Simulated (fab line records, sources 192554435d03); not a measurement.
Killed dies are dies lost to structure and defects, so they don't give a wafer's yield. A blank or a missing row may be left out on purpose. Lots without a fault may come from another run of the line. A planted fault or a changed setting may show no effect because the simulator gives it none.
fab line records | flow n5_finfet
record lots=11 wafers=33 last_day=20
route steps=1938 shown GATE_CUT@508 MIM_TOP@1836 TV_OPEN@1888 PASSIVATION@1928
lots that met no fault: from a run of the same line without faults
start_h: hours from the record's first day to the start of the lot's first wafer shown | wait_h: hours since the lot's step before | " the same as in the row above | L1.1+2: a row that stands for several wafers | - no value, or no start given | * or withheld: withheld | < > ~ a bound
route shown NAME@n: a module of which the file shows steps, and the number in the route of the first | usual: mean/standard deviation of fault-free wafers | same: alike in all rows | chamber/n: place in a boat | sites: the reading at each site | _std_site: their standard deviation | _edge_site: outer sites' mean less inner sites' | radius_mm: how far each site lies from the wafer's centre | mask NAME#n: copy n | behind: the tool/chamber that last shaped the wafer | hold: why the lot was held/for how many hours/how that ended | device: the transistor (n, p or np) that didn't switch | end of line: the same wafers' tests at the end of the route | a step without rows: its recipe alone | killed: dies lost to structure and defects at the first sort, not the wafer's yield | map: a wafer's dies, x killed, . not, _ none there
set.NAME: the setting as run; set.NAME@STEP: as run at that earlier step | model.NAME: the simulator's own value behind a step, which no gauge read
steps of the route over a sample of lots; a table a step, a row a wafer
services: from which hour (start_h, from the record's first day; less than 0 if before it) a tool's chamber was out of use, for how many hours, and why
## steps
# step N5_GATE_CUT_STRIP_29
# recipe chemistry=post_etch_residue_remover time_s=60 temp_c=25 remover_ph=withheld remover_water_wt_pct=withheld remover_fluoride_wt_pct=withheld
# columns lot.wafer tool chamber start_h wait_h
L316.3+4+5 wet_bench-03 3,5,4 84.70 0.0
L317.2+4+6 wet_bench-03 1,3,2 92.40 0.1
L318.1+4+6 wet_bench-06 6,7,5 95.20 0.1
L320.1+3+4 wet_bench-03 0,6,7 109.29 0.1
L321.1+2+6 wet_bench-05 6,7,3 115.33 0.1
L322.1+2+5 wet_bench-03 0,5,3 119.77 0.1
L323.1+3+4 wet_bench-03 6,4,5 128.06 0.1
L332.2+4+5 wet_bench-06 0,5,4 188.82 0.1
L334.2+3+4 wet_bench-03 7,6,3 201.83 0.1
L337.1+4+6 wet_bench-03 4,7,6 221.71 0.1
L336.1+2+6 wet_bench-03 5,7,6 227.47 0.1
# step N5_MIM_TOP_ALD_02
# recipe material=Al2O3 target_thk_a=* temp_c=withheld ald_precursor_family=TMA ald_co_reactant=O3 pulse_time_s=withheld purge_time_s=3 co_reactant_purge_time_s=withheld co_reactant_pulse_time_s=3 ald_cycles=withheld
# usual precursor_pulse_height_rel=1.002/0.02
# columns lot.wafer tool chamber start_h wait_h precursor_pulse_height_rel
L316.3 ald_hk-01 3 - - 1.025
L316.4 " 0 " " 0.992
L316.5 " 0 " " 1.018
L317.2 ald_hk-01 1 - - 1.013
L317.4 " 3 " " 1.005
L317.6 " 3 " " 0.991
L318.1 ald_hk-01 2 - - 1.034
L318.4 " 3 " " 1.063
L318.6 " 1 " " 0.995
L320.1 ald_hk-01 1 - - 1.012
L320.3 " 3 " " 0.989
L320.4 " 2 " " 1.032
L322.1 ald_hk-01 0 - - 0.996
L322.2 " 3 " " 0.999
L322.5 " 2 " " 0.969
L323.1 ald_hk-03 1 - - 1.017
L323.3 " 3 " " 1.006
L323.4 " 2 " " 0.987
L334.2 ald_hk-03 1 - - 0.989
L334.3 " 3 " " 1.011
L334.4 " 2 " " 1.011
L332.2 ald_hk-01 1 - - 0.977
L332.4 " 2 " " 0.980
L332.5 " 0 " " 0.974
L321.1 ald_hk-03 3 - - 0.982
L321.2 " 0 " " 0.994
L321.6 " 3 " " 0.992
L336.1 ald_hk-01 1 - - 1.018
L336.2 " 3 " " 0.964
L336.6 " 2 " " 1.012
L337.1 ald_hk-02 0 - - 1.033
L337.4 " 1 " " 0.984
L337.6 " 2 " " 1.011
# step N5_PASSIVATION_VIA_ETCH_13
# recipe chemistry=CHF3/O2 target=SiO2 target_depth_a=6600 CHF3_flow_sccm=50 O2_flow_sccm=5 Ar_flow_sccm=200 time_s=330 mask_material=PR pressure_mtorr=30 source_w=650 bias_w=170 ion_energy_ev=200 ends=cleared
# usual bias_w=170.0/0.48 drypump_motor_current_A=5.8/0.56 etch_rf_on_time_s=236/4.2 oes_product_au=0.70/0.069 rf_vpp_V=525/5.6 showerhead_plenum_p_Torr=2.40/0.074 throttle_valve_pct=18.97/0.2
# columns lot.wafer tool chamber start_h wait_h bias_w drypump_motor_current_A etch_rf_on_time_s oes_product_au rf_hours_counter_h rf_vpp_V showerhead_plenum_p_Torr throttle_valve_pct
L316.3 rie_diel-06 1 300.65 0.0 171.1 5.2 226 0.84 16 530 2.45 18.66
L316.4 " 1 " " 170.6 5.2 234 0.83 - 530 2.45 18.64
L316.5 " 2 " " 169.2 6.4 232 0.68 - 518 2.31 19.04
L317.2 rie_diel-03 3 335.26 0.0 170.0 5.4 233 0.75 81 527 2.43 18.94
L317.4 " 2 " " 170.0 5.0 237 0.66 187 533 2.50 19.05
L317.6 " 2 " " 170.3 5.0 240 0.66 - 532 2.50 19.06
L318.1 rie_diel-03 0 340.31 0.0 170.0 5.5 236 0.62 238 522 2.38 19.20
L318.4 " 3 " " 169.4 5.3 240 0.74 83 529 2.43 18.93
L318.6 " 2 " " 170.6 5.0 246 0.65 - 532 2.50 19.07
L320.1 rie_diel-01 1 356.88 0.0 169.9 6.2 239 0.65 198 525 2.39 18.92
L320.3 " 3 " " 169.8 6.0 231 0.77 60 518 2.34 18.98
L320.4 " 2 " " 169.9 6.4 231 0.76 70 531 2.53 19.12
L322.1 rie_diel-01 0 369.46 0.0 170.9 6.6 234 0.67 150 526 2.32 19.30
L322.2 " 1 " " 170.4 6.3 234 0.64 201 526 2.39 18.93
L322.5 " 0 " " 170.4 6.6 237 0.68 - 524 2.32 19.31
L323.1 rie_diel-03 1 370.08 0.0 170.4 6.1 236 0.64 201 516 2.29 18.57
L323.3 " 0 " " 170.3 5.5 235 0.62 246 521 2.37 19.22
L323.4 " 3 " " 170.4 5.4 242 0.74 92 529 2.42 18.96
L334.2 rie_diel-03 0 400.98 0.0 169.0 5.6 232 0.89 0 521 2.37 18.81
L334.3 " 3 " " 170.0 5.4 240 0.73 102 529 2.42 18.98
L334.4 " 1 " " 169.2 6.1 236 0.63 211 516 2.29 18.59
L332.2 rie_diel-01 3 418.72 0.0 170.2 6.0 234 0.75 77 518 2.34 19.02
L332.4 " 2 " " 169.6 6.4 235 0.74 88 529 2.53 19.14
L332.5 " 2 " " 169.9 6.4 236 0.73 - 530 2.53 19.14
L321.1 rie_diel-06 1 458.41 0.0 169.2 5.2 231 0.76 64 528 2.43 18.74
L321.2 " 2 " " 171.1 6.4 235 0.64 233 518 2.30 19.12
L321.6 " 1 " " 169.4 5.2 232 0.76 - 530 2.43 18.73
L336.1 rie_diel-06 0 470.96 0.0 170.0 6.4 237 0.76 52 526 2.45 18.97
L336.2 " 2 " " 169.4 6.4 239 0.63 236 518 2.29 19.13
L336.6 " 2 " " 169.4 6.4 243 0.64 - 516 2.29 19.13
L337.1 rie_diel-03 1 475.81 0.0 170.3 6.1 232 0.62 232 515 2.28 18.63
L337.4 " 2 " " 171.3 5.0 240 0.63 229 533 2.49 19.13
L337.6 " 2 " " 170.7 5.0 243 0.63 - 535 2.49 19.12
# step N5_PASSIVATION_DESCUM_46
# recipe chemistry=O2 time_s=7.9 source_power_w=50 bias_power_w=20 pressure_mtorr=20 rf_frequency_hz=2.712e+07 temp_c=40 o2_flow_sccm=225
# usual drypump_motor_current_A=5.8/0.39 oes_product_au=0.82/0.11 rf_vpp_V=242.8/1.1 showerhead_plenum_p_Torr=2.08/0.04 throttle_valve_pct=20.29/0.23
# columns lot.wafer tool chamber start_h wait_h drypump_motor_current_A oes_product_au rf_hours_counter_h rf_vpp_V showerhead_plenum_p_Torr throttle_valve_pct
L316.3 rie_diel-02 3 304.26 0.0 5.8 0.94 14 244.7 2.13 20.19
L316.4 " 3 " " 5.8 0.94 - 244.1 2.13 20.19
L316.5 " 0 " " 6.2 0.80 - 242.1 2.11 20.46
L317.2 rie_diel-04 0 338.62 0.0 6.0 0.89 26 242.2 2.05 20.05
L317.4 " 3 " " 5.3 0.92 18 245.2 2.13 20.25
L317.6 " 0 " " 6.0 0.89 - 243.0 2.05 20.05
L318.1 rie_diel-04 1 343.79 0.1 5.4 0.93 11 244.5 2.13 19.99
L318.4 " 3 " " 5.3 0.92 20 245.3 2.13 20.25
L318.6 " 0 " " 6.0 0.89 - 241.6 2.05 20.05
L320.1 rie_diel-05 0 360.68 0.1 6.1 0.69 198 243.1 2.08 20.54
L320.3 " 2 " " 5.7 0.97 2 244.0 2.06 19.96
L320.4 " 3 " " 5.5 0.69 237 244.5 2.15 20.41
L322.1 rie_diel-05 0 372.88 0.1 6.1 0.69 202 243.4 2.07 20.55
L322.2 " 2 " " 5.7 0.95 5 242.1 2.06 19.97
L322.5 " 0 " " 6.1 0.69 - 243.6 2.07 20.56
L323.1 rie_diel-05 2 373.98 0.1 5.7 0.96 6 242.5 2.06 19.97
L323.3 " 0 " " 6.1 0.69 203 241.8 2.07 20.54
L323.4 " 3 " " 5.5 0.69 241 244.0 2.14 20.42
L334.2 rie_diel-05 1 404.57 0.0 6.3 0.78 121 241.7 2.02 20.26
L334.3 " 0 " " 6.1 0.68 214 241.8 2.07 20.58
L334.4 " 2 " " 5.7 0.91 - 243.6 2.06 19.98
L332.2 rie_diel-05 0 422.46 0.0 6.2 0.67 222 242.6 2.07 20.59
L332.4 " 3 " " 5.5 1.01 1 246.5 2.14 20.10
L332.5 " 2 " " 5.7 0.90 - 241.1 2.06 19.99
L321.1 rie_diel-05 1 463.93 0.8 6.3 0.75 147 242.3 2.01 20.31
L321.2 " 0 " " 6.1 0.66 239 243.4 2.06 20.61
L321.6 " 0 " " 6.1 0.67 - 242.1 2.06 20.61
L336.1 rie_diel-02 2 475.40 0.0 4.9 0.98 4 243.2 2.06 20.47
L336.2 " 0 " " 6.2 0.75 172 242.6 2.09 20.55
L336.6 " 3 " " 5.8 0.84 - 243.3 2.11 20.30
L337.1 rie_diel-02 2 479.27 0.0 4.9 0.96 6 243.9 2.06 20.48
L337.4 " 3 " " 5.8 0.83 75 242.3 2.11 20.28
L337.6 " 0 " " 6.2 0.74 - 243.5 2.09 20.54
# step N5_PASSIVATION_PROBE_49
# usual killed_at_M0_to_M3=37/12 killed_at_M4_up=15/5.6 killed_at_contacts=13/6.9 killed_at_front_end=40/11 killed_at_other=4/3.2 killed_dies=109/20 killed_on_rim=14/4.3 killed_open=73/15 killed_short=35/8.3
# same gross_dies=1180 killed_at_back_side=0
# columns lot.wafer tool chamber start_h wait_h killed_at_M0_to_M3 killed_at_M4_up killed_at_contacts killed_at_front_end killed_at_other killed_dies killed_on_rim killed_open killed_short
L320.1 prober-02 - 363.73 0.0 29 10 20 173 4 236 26 65 36
L320.3 prober-02 - 363.83 0.1 29 9 14 89 0 141 25 60 32
L320.4 prober-02 - 363.88 0.2 21 9 16 172 4 222 24 55 32
L322.1 prober-02 - 376.34 0.0 35 8 13 204 4 264 29 92 32
L322.2 prober-02 - 376.39 0.1 24 14 13 103 0 154 32 60 28
L322.5 prober-02 - 376.54 0.2 36 12 5 193 7 253 14 68 44
L323.1 prober-01 - 377.42 0.0 49 10 23 97 10 189 39 97 44
L323.3 prober-01 - 377.52 0.1 28 13 24 171 5 241 14 69 34
L323.4 prober-01 - 377.57 0.2 32 16 25 111 3 187 28 80 38
# killed by level:class
L320.1 GATE_CUT:unspecified=133 MOL_CONTACT_COAG:geometric_particle:open=16 STI_FIN_REVEAL:geometric_particle:open=11 BEOL_M2:geometric_particle:open=10 FIN_SAQP:geometric_particle:short=6 BEOL_M0_SAQP:geometric_particle:short=5 FIN_SAQP:geometric_particle:open=4 MOL_CONTACT_COAG:geometric_particle:short=4
L320.3 GATE_CUT:unspecified=48 BEOL_M2:geometric_particle:open=12 STI_FIN_REVEAL:geometric_particle:open=11 MOL_CONTACT_COAG:geometric_particle:open=10 FIN_SAQP:geometric_particle:short=7 FIN_SAQP:geometric_particle:open=5 MOL_CONTACT_COAG:geometric_particle:short=4 BEOL_M0_SAQP:geometric_particle:short=4
L320.4 GATE_CUT:unspecified=133 MOL_CONTACT_COAG:geometric_particle:open=12 FIN_SAQP:geometric_particle:open=10 BEOL_M2:geometric_particle:open=7 FIN_SAQP:geometric_particle:short=5 STI_FIN_REVEAL:geometric_particle:open=5 MOL_CONTACT_COAG:geometric_particle:short=4 BEOL_M3:geometric_particle:open=4
L322.1 GATE_CUT:unspecified=139 FIN_SAQP:geometric_particle:open=20 STI_FIN_REVEAL:geometric_particle:open=17 MOL_CONTACT_COAG:geometric_particle:open=13 BEOL_M1:geometric_particle:open=9 GATE_CUT:geometric_particle:short=7 BEOL_M3:geometric_particle:open=7 BEOL_M0:geometric_particle:open=5
L322.2 GATE_CUT:unspecified=66 FIN_SAQP:geometric_particle:short=11 MOL_CONTACT_COAG:geometric_particle:open=11 FIN_SAQP:geometric_particle:open=8 DUMMY_GATE:geometric_particle:open=8 STI_FIN_REVEAL:geometric_particle:open=6 BEOL_M4:geometric_particle:open=5 BEOL_M0_SAQP:geometric_particle:short=4
L322.5 GATE_CUT:unspecified=141 FIN_SAQP:geometric_particle:open=13 BEOL_M0_SAQP:geometric_particle:short=12 STI_FIN_REVEAL:geometric_particle:open=10 FIN_SAQP:geometric_particle:short=8 BEOL_M0_SAQP:geometric_particle:open=8 BEOL_M4:geometric_particle:open=6 BEOL_M1:geometric_particle:open=5
L323.1 GATE_CUT:unspecified=47 MOL_CONTACT_COAG:geometric_particle:open=18 BEOL_M0_SAQP:geometric_particle:open=17 BEOL_M0_SAQP:geometric_particle:short=16 STI_FIN_REVEAL:geometric_particle:open=14 FIN_SAQP:geometric_particle:open=8 ILD0:geometric_particle:open=6 FIN_SAQP:geometric_particle:short=5
L323.3 GATE_CUT:unspecified=137 MOL_CONTACT_COAG:geometric_particle:open=18 BEOL_M0_SAQP:geometric_particle:short=10 BEOL_M0_SAQP:geometric_particle:open=8 FIN_SAQP:geometric_particle:open=6 GATE_CUT:geometric_particle:short=6 GATE_CUT:geometric_particle:open=5 MOL_CONTACT_COAG:geometric_particle:short=5
L323.4 GATE_CUT:unspecified=69 MOL_CONTACT_COAG:geometric_particle:open=21 FIN_SAQP:geometric_particle:short=9 BEOL_M5:geometric_particle:open=8 FIN_SAQP:geometric_particle:open=7 BEOL_M1:geometric_particle:open=7 STI_FIN_REVEAL:geometric_particle:open=7 BEOL_M2:geometric_particle:open=6
## services
# columns tool chamber start_h hours kind
rie_diel-06 2 62.12 2.9 repair
rie_diel-03 1 63.66 28.1 repair
rie_diel-02 - 71.96 1.9 repair
rie_diel-01 0 75.90 1.5 repair
rie_diel-02 - 91.19 4.7 repair
rie_diel-03 1 174.81 17.2 repair
rie_diel-02 - 187.57 0.5 repair
rie_diel-06 0 198.08 6.2 repair
rie_diel-05 1 217.15 4.6 repair
rie_diel-02 1 217.15 5.2 repair
rie_diel-01 2 247.05 9.9 repair
rie_diel-06 3 281.08 5.0 repair
wet_bench-03 - 281.74 0.7 repair
rie_diel-06 1 284.55 4.9 repair
rie_diel-03 - 293.56 16.0 repair
rie_diel-05 1 302.74 4.3 repair
rie_diel-02 2 303.28 3.9 repair
wet_bench-03 - 340.04 16.4 repair
rie_diel-02 2 364.20 19.8 repair
rie_diel-02 1 387.70 4.1 repair
wet_bench-03 - 403.24 11.1 repair
rie_diel-03 - 403.77 0.4 repair
rie_diel-02 - 419.96 0.5 repair
rie_diel-06 1 422.60 4.8 repair
## key
first_sign step=N5_PASSIVATION_PROBE_49 reading=killed_at_front_end direction=up sigmas=9.2 usual=40 struck=146
effect step=N5_PASSIVATION_PROBE_49 reading=killed_dies direction=up sigmas=5.1 usual=109 struck=210
more_kills_born_at N5_GATE_CUT_STRIP_29@wet_bench-03=913
met_at N5_GATE_CUT_STRIP_29
struck_lots L320,L322,L323
tester_left_out L320,L322,L323
not_acting_at N5_MIM_TOP_ALD_02,N5_PASSIVATION_VIA_ETCH_13,N5_PASSIVATION_DESCUM_46
onset_between 92.40 109.29
fault kind=chamber_particle_source tool=wet_bench-03 chamber=- onset_h=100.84 steps=N5_GATE_CUT_STRIP_29 rate_per_visit_cm2=1.3835 end_h=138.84
# tester_left_out: of these lots the tester's yield and bins aren't shown, on N5 and GAA mostly nor the transistor test; their killed dies are dies lost to structure and defects alone, not to doping, threshold or leakage, so they don't give the yield
